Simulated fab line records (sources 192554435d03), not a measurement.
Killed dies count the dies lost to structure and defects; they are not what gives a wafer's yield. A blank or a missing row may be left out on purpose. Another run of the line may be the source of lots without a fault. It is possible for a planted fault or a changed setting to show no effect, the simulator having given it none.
Which tool did it? ; flow n5_finfet ; 12 lots, 36 wafers sampled, at 4 steps of a route of 1938

## WHAT THE GAUGES SHOWED, per wafer
The record lacks any reading of a measuring or inspecting step that a usual standard deviation could be used to judge.

## WHAT TOOL EACH LOT RAN ON (gives the tool, then ch and the chambers of the sampled wafers, and finally the start)
lot;N5_BEOL_M14_PRECLEAN_39;N5_MIM_TOP_LITHO_DESCUM_10;N5_PASSIVATION_PECVD_35;N5_PASSIVATION_PROBE_49
L418;wet_bench-01 ch 4,5,7, day 14 15:04;rie_diel-03 ch 1,2,3, day 15 02:19;pecvd-02 ch 1,2, day 15 09:35;-
L421;wet_bench-02 ch 0,2,6, day 15 12:02;rie_diel-03 ch 0,2,3, day 16 05:57;pecvd-04 ch 0,1,2, day 16 12:32;-
L422;wet_bench-02 ch 0,4,6, day 15 21:17;rie_diel-01 ch 0,1, day 16 09:35;pecvd-04 ch 0,2, day 16 18:01;-
L423;wet_bench-01 ch 0,3,7, day 15 21:30;rie_diel-03 ch 0,1,3, day 16 11:17;pecvd-02 ch 0,1,2, day 16 17:35;-
L426;wet_bench-01 ch 0,6,7, day 17 06:57;rie_diel-03 ch 0,1, day 17 21:54;pecvd-01 ch 0,2, day 18 03:12;prober-01, day 18 06:50
L430;wet_bench-04 ch 2,6,7, day 17 12:52;rie_diel-01 ch 1,2, day 18 00:32;pecvd-01 ch 0,2, day 18 06:41;-
L428;wet_bench-01 ch 1,4,5, day 17 21:02;rie_diel-04 ch 2,3, day 18 10:13;pecvd-02 ch 0,2, day 18 15:53;prober-02, day 18 19:32
L433;wet_bench-02 ch 1,2,3, day 18 15:27;rie_diel-01 ch 0,1,3, day 19 04:11;pecvd-04 ch 0,1, day 19 09:34;-
L435;wet_bench-02 ch 0,1,6, day 18 22:32;rie_diel-03 ch 0,3, day 19 09:05;pecvd-02 ch 0,1,2, day 19 15:53;-
L434;wet_bench-04 ch 3,5,7, day 19 02:36;rie_diel-04 ch 1,2,3, day 19 13:08;pecvd-02 ch 0,1,2, day 19 18:51;-
L436;wet_bench-02 ch 1,4,5, day 19 04:39;rie_diel-01 ch 1,2,3, day 19 18:01;pecvd-02 ch 0,1, day 20 02:22;-
L437;wet_bench-04 ch 4,5,7, day 19 07:59;rie_diel-01 ch 0,1,3, day 19 18:05;pecvd-01 ch 0,2, day 20 02:39;-
- N5_BEOL_M14_PRECLEAN_39: cleans in residue remover, time 60 s.
- N5_MIM_TOP_LITHO_DESCUM_10: chemistry O2, time 7.9 s.
- N5_PASSIVATION_PECVD_35: deposits SiNx from SiH4/NH3/N2, target thk 700 nm, time 151.3 s.
- N5_PASSIVATION_PROBE_49

## AS READ BY THE TOOLS THEMSELVES (means over the sampled wafers that have a number; for cases with no such wafer, the mark the record gives instead)
N5_MIM_TOP_LITHO_DESCUM_10.
lot;tool;drypump_motor_current_A (A);oes_product_au (a.u.);rf_vpp_V (V);showerhead_plenum_p_Torr (Torr);throttle_valve_pct (%)
L418;rie_diel-03;5.7;0.84;243.2;2.09;20.1
L421;rie_diel-03;5.8;0.84;243.6;2.13;20.2
L422;rie_diel-01;6.2;0.93;243.6;2.09;20.4
L423;rie_diel-03;5.8;0.88;243.8;2.17;20.1
L426;rie_diel-03;5.3;0.84;244.2;2.16;20.2
L430;rie_diel-01;6.1;0.77;242.3;2.01;20.7
L428;rie_diel-04;5.3;0.86;245.2;2.22;20.2
L433;rie_diel-01;6.0;0.85;243.1;2.05;20.4
L435;rie_diel-03;5.9;0.85;244.3;2.20;20.2
L434;rie_diel-04;5.7;0.83;244.3;2.19;20.3
L436;rie_diel-01;6.0;0.76;241.3;2.01;20.6
L437;rie_diel-01;6.0;0.84;241.7;2.05;20.4

N5_PASSIVATION_PECVD_35.
lot;tool;heater_power_w (W);showerhead_plenum_p_Torr (Torr);susceptor_temp_C (C);throttle_valve_pct (%)
L418;pecvd-02;410;8.69;400.08;29.2
L421;pecvd-04;435;8.69;399.93;28.8
L422;pecvd-04;424;8.75;400.05;29.8
L423;pecvd-02;395;8.68;399.92;29.2
L426;pecvd-01;341;8.73;400.00;27.4
L430;pecvd-01;383;8.72;399.87;27.8
L428;pecvd-02;317;8.75;400.01;30.3
L433;pecvd-04;366;8.62;400.04;28.7
L435;pecvd-02;402;8.67;400.04;28.8
L434;pecvd-02;411;8.68;400.29;28.9
L436;pecvd-02;280;8.68;400.00;28.7
L437;pecvd-01;437;8.74;400.12;27.5

N5_PASSIVATION_PROBE_49.
lot;tool;defect_limited_yield (%);killed_at_M0_to_M3;killed_at_M4_up;killed_at_contacts;killed_at_front_end;killed_at_other;killed_dies;killed_open;killed_short;sort_bin_5_function (%);sort_bin_6_memory (%);sort_bin_8_speed (%);sort_n_pass;sort_yield_pct (%)
L426;prober-01;83.8;27;120;11;29;4.7;191;62;24;10.0;3.9;0.00;989;83.8
L428;prober-02;82.3;21;130;10;39;9.0;209;58;28;11.3;4.2;0.00;971;82.3

## THE ANSWER, worked out from the rows above alone
Rule: the lots themselves supply what counts as usual. Put in order of their means at a reading, lots are off if they are a third of the lots or fewer, leave a main group of 4 or more, and stand apart from it by a gap of 3 or more times the standard deviation of the main group's means; of several such gaps the widest counts. A main group is skipped when, at the precision printed for the reading in the tables above, its means are all equal. A lot without any number at a reading at which 4 lots or more have one is off too. The other lots that the step has rows for count as sound. After the gauges, taken in route order, come the tools' own readings; for these a lot's mean is taken, as printed above. At the first step where some lot is off, the reading lying furthest off is the one used; lots without a number count as furthest.
Nothing can be told from this: no lot is off at any reading shown.

## WHAT HAD BEEN PUT IN BY THE SIMULATOR
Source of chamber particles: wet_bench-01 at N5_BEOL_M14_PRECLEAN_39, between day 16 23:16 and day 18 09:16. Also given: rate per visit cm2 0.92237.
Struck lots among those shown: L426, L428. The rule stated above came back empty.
